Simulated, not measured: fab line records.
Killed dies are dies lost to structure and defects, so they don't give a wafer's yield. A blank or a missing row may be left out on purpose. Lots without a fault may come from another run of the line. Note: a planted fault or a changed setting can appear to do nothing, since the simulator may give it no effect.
Split-lot study	flow n5Finfet	7 lots, 39 wafers read, on a route of 1938 steps

== ON THE SPLIT ==
At N5_BEOL_M8_TRENCH_ETCH_37 (etches SiCOH lowk in C4F6/O2, target depth 93.478 nm, time 31.2 s), the setting targetDepthA was moved away from the recipe's 934.78 angstrom on 12 of the 39 wafers read, by -55.1% to +24.4%. All remaining wafers had this setting at the recipe value.

== FROM THE SPLIT TO THE READING: what the file shows between them, 11 steps ==
- N5_BEOL_M8_ETCH_41: etches SiCN in CH3F/O2, target depth 31.9 nm, time 57.8 s
- N5_BEOL_M8_STRIP_80: strips in N2/H2, time 10 s
- N5_BEOL_M8_OCD_MEAS_38
- N5_BEOL_M8_HM_STRIP_39: strips TiN in peroxide tin strip, target depth 25 nm, time 158 s
- N5_BEOL_M8_SRD_40: time 30 s
- N5_BEOL_M8_ECD_50: material Cu, target thk 300 nm
- N5_BEOL_M8_ANNEAL_51: time 90 s
- N5_BEOL_M8_CMP_52: polishes, stops on SiCOH lowk, t overpolish 6.9 s, target thk 80 nm
- N5_BEOL_M8_THK_MEAS_53: measures by xrf
- N5_BEOL_M8_PRE_CLEAN_55: time 15 s
- N5_BEOL_M8_DEP_56: deposits SiCN from 3MS/NH3, target thk 10 nm, time 17.5 s

== THE READING ==
At N5_BEOL_M8_RS_MEAS_57, a four-point-probe measurement gives M8_RS in ohm/sq. On this fab line, fault-free wafers typically give 0.285 ohm/sq with a standard deviation of 0.008 ohm/sq.

wafer	tool, chamber at the split	targetDepthA as run, angstrom	against the recipe	M8_RS, ohm/sq	against lot-mates on the recipe
L075.1	rieDiel-06, 0	934.78	recipe	0.284	-
L075.2	rieDiel-06, 3	1163	+24.4%	0.211	-0.066
L075.3	rieDiel-06, 2	1163	+24.4%	0.214	-0.063
L075.4	rieDiel-06, 1	934.78	recipe	0.265	-
L075.5	rieDiel-06, 0	1163	+24.4%	0.209	-0.068
L075.6	rieDiel-06, 1	934.78	recipe	0.283	-
L074.1	rieDiel-05, 1	934.78	recipe	0.295	-
L074.2	rieDiel-05, 2	934.78	recipe	0.287	-
L074.3	rieDiel-05, 3	934.78	recipe	0.282	-
L074.4	rieDiel-05, 0	934.78	recipe	0.287	-
L074.5	rieDiel-05, 0	934.78	recipe	0.285	-
L074.6	rieDiel-05, 1	934.78	recipe	0.288	-
L082.2	rieDiel-06, 3	934.78	recipe	0.287	-
L082.3	rieDiel-06, 2	934.78	recipe	0.292	-
L082.6	rieDiel-06, 0	934.78	recipe	0.286	-
L088.1	rieDiel-05, 3	934.78	recipe	0.287	-
L088.2	rieDiel-05, 1	934.78	recipe	0.290	-
L088.3	rieDiel-05, 2	934.78	recipe	0.286	-
L088.4	rieDiel-05, 0	934.78	recipe	0.290	-
L088.5	rieDiel-05, 1	934.78	recipe	0.290	-
L088.6	rieDiel-05, 0	934.78	recipe	0.288	-
L089.1	rieDiel-05, 1	486.8	-47.9%	0.891	+0.591
L089.2	rieDiel-05, 3	486.8	-47.9%	0.827	+0.527
L089.3	rieDiel-05, 2	934.78	recipe	0.299	-
L089.4	rieDiel-05, 1	934.78	recipe	0.305	-
L089.5	rieDiel-05, 3	486.8	-47.9%	0.905	+0.605
L089.6	rieDiel-05, 2	934.78	recipe	0.297	-
L094.1	rieDiel-06, 2	934.78	recipe	0.285	-
L094.2	rieDiel-06, 1	420	-55.1%	1.030	+0.752
L094.3	rieDiel-06, 3	934.78	recipe	0.278	-
L094.4	rieDiel-06, 0	420	-55.1%	1.018	+0.740
L094.5	rieDiel-06, 0	420	-55.1%	1.096	+0.818
L094.6	rieDiel-06, 1	934.78	recipe	0.272	-
L096.1	rieDiel-04, 0	934.78	recipe	0.279	-
L096.2	rieDiel-04, 3	934.78	recipe	0.282	-
L096.3	rieDiel-04, 1	527.1	-43.6%	0.705	+0.421
L096.4	rieDiel-04, 2	934.78	recipe	0.292	-
L096.5	rieDiel-04, 2	527.1	-43.6%	0.702	+0.418
L096.6	rieDiel-04, 1	527.1	-43.6%	0.689	+0.405

FIT RESULTS
A straight line over all 39 wafers: M8_RS changes by -0.0111 ohm/sq for each +1% of targetDepthA; r = -0.96; the points scatter about the line by 0.072 ohm/sq.
The same after taking each lot's own level away (the mean of its wafers on the recipe; 39 wafers): -0.011 ohm/sq for each +1%; r = -0.96; scatter 0.074 ohm/sq.
Per that fit: largest targetDepthA move, reading shift of 0.61 ohm/sq.
From 0.2773 to 0.3003 ohm/sq: that is the span of the lots' own levels, equal to 2.9 times the standard deviation above.
The two slopes agree, so the slope changes little with the lot-to-lot level.
Check: for one of the wafers moved furthest among these (-55.1%), held out of the fit, the line's prediction against its lot-mates is +0.616 ohm/sq. It came out at +0.752 ohm/sq against them.

== THE WHOLE CHAIN: every reading that the file lists as answering this split, in the file's order ==
step	what it does	reading	change (the file's fit)	r (the file's)
N5_BEOL_M8_TRENCH_ETCH_37	etches SiCOH lowk in C4F6/O2, target depth 93.478 nm, time 31.2 s	BEOL_M8.featureDepthNm (the simulator's own value, which no gauge read)	+0.94 nm for each +1% of the setting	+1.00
N5_BEOL_M8_TRENCH_ETCH_37	etches SiCOH lowk in C4F6/O2, target depth 93.478 nm, time 31.2 s	etch.depthNm (the simulator's own value, which no gauge read)	+0.941 nm for each +1% of the setting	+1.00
N5_BEOL_M8_TRENCH_ETCH_37	etches SiCOH lowk in C4F6/O2, target depth 93.478 nm, time 31.2 s	TiN_of_BEOL_M8_HM_DEP_02.thkNm (the simulator's own value, which no gauge read)	-0.0251 nm for each +1% of the setting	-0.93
N5_BEOL_M8_OCD_MEAS_38		trenchDepthNm	+0.939 nm for each +1% of the setting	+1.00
N5_BEOL_M8_CMP_52	polishes, stops on SiCOH lowk, t overpolish 6.9 s, target thk 80 nm	Cu_of_BEOL_M8_ECD_50.thkNm (the simulator's own value, which no gauge read)	+0.943 nm for each +1% of the setting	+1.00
N5_BEOL_M8_THK_MEAS_53	measures by xrf	M8_THK	+0.932 for each +1% of the setting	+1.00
N5_BEOL_M8_RS_MEAS_57	measures by four-point-probe	M8_RS	-0.0114 for each +1% of the setting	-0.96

== FILE'S OWN FIT ==
M8_RS changes by -0.0114 ohm/sq for each +1% of targetDepthA, r = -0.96.
